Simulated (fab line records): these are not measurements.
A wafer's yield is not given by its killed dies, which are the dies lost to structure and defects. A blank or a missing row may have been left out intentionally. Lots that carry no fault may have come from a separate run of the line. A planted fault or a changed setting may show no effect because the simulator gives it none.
The tool behind it: which one? / flow n5_finfet / 15 lots, 45 wafers sampled, at 1 step of a route of 1938

WHAT THE GAUGES SHOWED, per wafer
N5_BEOL_M1_OVL_MEAS_12.
lot=L564; measured=day 5 21:55; on=overlay-01; M1_OVL (nm)=0.1 0.5 1.2
lot=L567; measured=day 6 17:52; on=overlay-02; M1_OVL (nm)=0.0 1.0 -0.3
lot=L566; measured=day 6 17:55; on=overlay-01; M1_OVL (nm)=-0.7 0.0 0.1
lot=L568; measured=day 7 10:19; on=overlay-01; M1_OVL (nm)=-0.8 -0.1 0.7
lot=L571; measured=day 7 17:04; on=overlay-02; M1_OVL (nm)=0.4 -0.6 -1.2
lot=L573; measured=day 8 06:47; on=overlay-01; M1_OVL (nm)=0.8 0.0 -0.5
lot=L574; measured=day 8 12:02; on=overlay-02; M1_OVL (nm)=-0.2 -1.6 -0.6
lot=L575; measured=day 8 22:38; on=overlay-01; M1_OVL (nm)=1.4 0.5 0.8
lot=L576; measured=day 9 00:51; on=overlay-02; M1_OVL (nm)=0.5 -0.4 0.4
lot=L577; measured=day 9 13:47; on=overlay-01; M1_OVL (nm)=0.2 0.0 0.4
lot=L579; measured=day 10 01:17; on=overlay-02; M1_OVL (nm)=1.2 0.3 0.7
lot=L583; measured=day 10 22:43; on=overlay-01; M1_OVL (nm)=0.2 -0.4 -0.1
lot=L585; measured=day 11 11:56; on=overlay-01; M1_OVL (nm)=-0.4 -1.2 0.0
lot=L586; measured=day 11 15:43; on=overlay-01; M1_OVL (nm)=0.5 0.8 0.2
lot=L587; measured=day 11 23:25; on=overlay-01; M1_OVL (nm)=-0.8 -0.7 0.0

WHICH TOOL RAN EACH LOT (tool, then ch and the chambers of the sampled wafers, then the start)
Before these readings, the record contains no process step.

WHAT THE TOOLS THEMSELVES READ (means of the sampled wafers that have a number; where no wafer has one, the mark that the record gives instead)
The record holds no such reading with a usual standard deviation.

THE ANSWER, worked out from the rows above alone
Rule: usual is defined by the lots themselves. The widest of any qualifying gaps counts: lots, ordered by their means at a reading, are off when they make up no more than a third of the lots, leave a main group of 4 or more, and stand apart from it by 3 or more times the standard deviation of that group's means. The tables above print the reading to a certain number of digits; a main group whose means all agree to those digits is not used. A lot without any number at a reading at which 4 lots or more have one is off too. All remaining lots with rows at the step are treated as sound. The gauges are gone through in route order, then the tools' own readings, and for those a lot's mean is taken as printed above. The first step at which some lot is off is used, and at that step the reading that is off furthest; a lot without a number counts as furthest.
No lot is off on any of the readings shown, so nothing can be concluded from this.

WHAT HAD BEEN PUT IN BY THE SIMULATOR
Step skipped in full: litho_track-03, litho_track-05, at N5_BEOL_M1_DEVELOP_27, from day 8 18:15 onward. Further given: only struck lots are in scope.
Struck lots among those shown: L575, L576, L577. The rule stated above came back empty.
